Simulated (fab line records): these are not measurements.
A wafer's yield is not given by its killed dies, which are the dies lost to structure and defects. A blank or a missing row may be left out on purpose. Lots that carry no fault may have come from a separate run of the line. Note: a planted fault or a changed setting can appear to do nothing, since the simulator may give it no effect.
Problem report, 8D (eight disciplines) form, completed by code :: flow n5Finfet :: the parts of the form that need people (team, actions taken, sign-off) are left out

== 1. THE PROBLEM ==
rawDefectCount at N5_FIN_CUT_INSPECT_17 reads a mean of 1680 on 6 wafers of 2 lots; wafers without a fault read 213 with a standard deviation of 51. That puts it +29 standard deviations away from the usual mean.
The step: inspects for defects (brightfield).
First observed at day 3 22:08: wafer L107.1, on defectInspect-01. Wafers with a number at this step in the record: 30, from 10 lots. The rule behind "out" and "out of limits": a value lying over 4 standard deviations away from the usual mean. The rest of the wafers with a number are treated as sound.

== 2. WHAT IT IS AND WHAT IT IS NOT ==
question: which readings at this step
is: rawDefectCount
is not: -

question: which lots
is: L107, L109
is not: L100, L102, L105, L106, L119, L120, L121, L122

question: which wafers of those lots
is: all that have a number
is not: -

question: read on which gauges
is: defectInspect-01, defectInspect-02
is not: -

question: when
is: from day 3 22:08
is not: up to then (12 sound wafers); but 12 sound wafers of L119, L120, L121, L122 came after

== 3. WHAT RULES OUT EACH SUSPECT ==
Counting: any tool at a process step up to the reading is kept as a suspect provided that every lot that is out went through it and no sound lot did after the first of them.
- the gauge at N5_FIN_CUT_INSPECT_17 has been ruled out. Those wafers that are out were read across 2 gauges (defectInspect-01, defectInspect-02).
- rieSi-02 at N5_FIN_CUT_CUT_ETCH_15 (etches Si in HBr/Cl2/O2, target depth 100 nm, bt time 10 s, time 42.4 s): ruled out as a lasting fault. After its first lot that is out, L107 (day 3 21:51), sound lots L119, L120, L121 ran on it.
Left after counting: nothing in the record.

== 4. THE CAUSE (what the simulator had put in) ==
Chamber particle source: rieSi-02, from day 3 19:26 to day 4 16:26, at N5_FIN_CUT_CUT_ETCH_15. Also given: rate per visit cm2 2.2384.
It was ruled out by counting, in error; the rule expects a fault to strike all lots run on its tool from its start on, and this fault did not.

== 5. SEQUENCE OF EFFECTS, ordered by route ==
Rows list readings where the struck wafers' mean (over those with a number) sits beyond 3 standard deviations from the usual. Only readings whose record carries a usual standard deviation are examined. hours: median over the lots of the time between each lot's start at the first step of this table that gives one and its start at this step. sigmas: the change, counted in usual standard deviations.
hours: 0
step: N5_FIN_CUT_INSPECT_17
reading: rawDefectCount
usual: 213
on struck wafers: 1680
change: +1467
sigmas: +29

hours: 251
step: N5_PASSIVATION_PROBE_49
reading: defectLimitedYield
usual: 91.7 %
on struck wafers: 79.9
change: -11.8
sigmas: -7.9

hours: 251
step: N5_PASSIVATION_PROBE_49
reading: killedAtFrontEnd
usual: 38
on struck wafers: 182
change: +144
sigmas: +13

hours: 251
step: N5_PASSIVATION_PROBE_49
reading: killedDies
usual: 97
on struck wafers: 237
change: +140
sigmas: +8.2

hours: 251
step: N5_PASSIVATION_PROBE_49
reading: sort_bin_5_function
usual: 4.8 %
on struck wafers: 11.7
change: +6.9
sigmas: +7.6

hours: 251
step: N5_PASSIVATION_PROBE_49
reading: sortNPass
usual: 1083
on struck wafers: 943
change: -140
sigmas: -8.2

hours: 251
step: N5_PASSIVATION_PROBE_49
reading: sortYieldPct
usual: 91.7 %
on struck wafers: 79.9
change: -11.8
sigmas: -7.9
It contains these process steps:
- N5_PASSIVATION_PROBE_49
Later steps that measure or inspect, where all struck wafers having a row at the step show a number for every such reading and not one has moved that far: N5_BEOL_M4_RC_MEAS_101.

== 6. HOW IT WOULD HAVE BEEN CAUGHT EARLIER ==
In this record the first reading out of limits at a measuring or inspecting step was taken at day 3 22:08, 3 hours after the fault began at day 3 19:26.
No tool reading at N5_FIN_CUT_CUT_ETCH_15 that has a usual standard deviation in the record was out on any struck wafer, so an alarm limit of 4 standard deviations on those readings would not have fired.
